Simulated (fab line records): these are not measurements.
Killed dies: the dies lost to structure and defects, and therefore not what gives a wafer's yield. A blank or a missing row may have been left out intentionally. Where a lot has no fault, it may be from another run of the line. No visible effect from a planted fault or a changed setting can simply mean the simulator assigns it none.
Matching of chambers	flow nandHarc	NHARC_A_CONTACT_ALD_18 on aldMetal-03 has 4 sister chambers
The step deposits TiN, target thk 3 nm, pulse time 1 s, ald cycles 150. 4 wafers are shown with their chamber, then 9 later ones without.

== EACH WAFER AND ITS CHAMBER ==
wafer	chamber	heaterPowerOuterW (W)
L086.4	0	738
L088.1	3	669
L088.2	1	570
L088.3	2	688

== WAFERS WITHOUT THEIR CHAMBER ==
wafer	heaterPowerOuterW (W)
L089.3	576
L089.5	699
L089.6	662
L090.3	566
L090.4	690
L090.6	738
L095.4	587
L095.5	739
L095.6	570

== WHICH CHAMBER EACH ONE RAN IN ==
wafer	from the rows above	in truth
L089.3	1	1
L089.5	2	2
L089.6	3	3
L090.3	1	1
L090.4	2	2
L090.6	0	0
L095.4	1	1
L095.5	0	0
L095.6	1	1
Correctly placed: 9 of 9. Left unplaced by these rows: 0. Number placed wrongly: 0.
How it was worked out, from the rows above alone: a wafer's distance from a chamber is the root of the sum, over the readings, of the square of ((its reading less the chamber's mean) divided by the reading's scatter). If the next closest chamber is less than 2 further off than the closest, the wafer can't be placed; otherwise it belongs to the closest. The mean given for a chamber averages the wafers shown for that chamber. The scatter (one wafer shown for each chamber): square how far every hidden wafer sits from the nearest shown wafer, average those squares and take the square root.
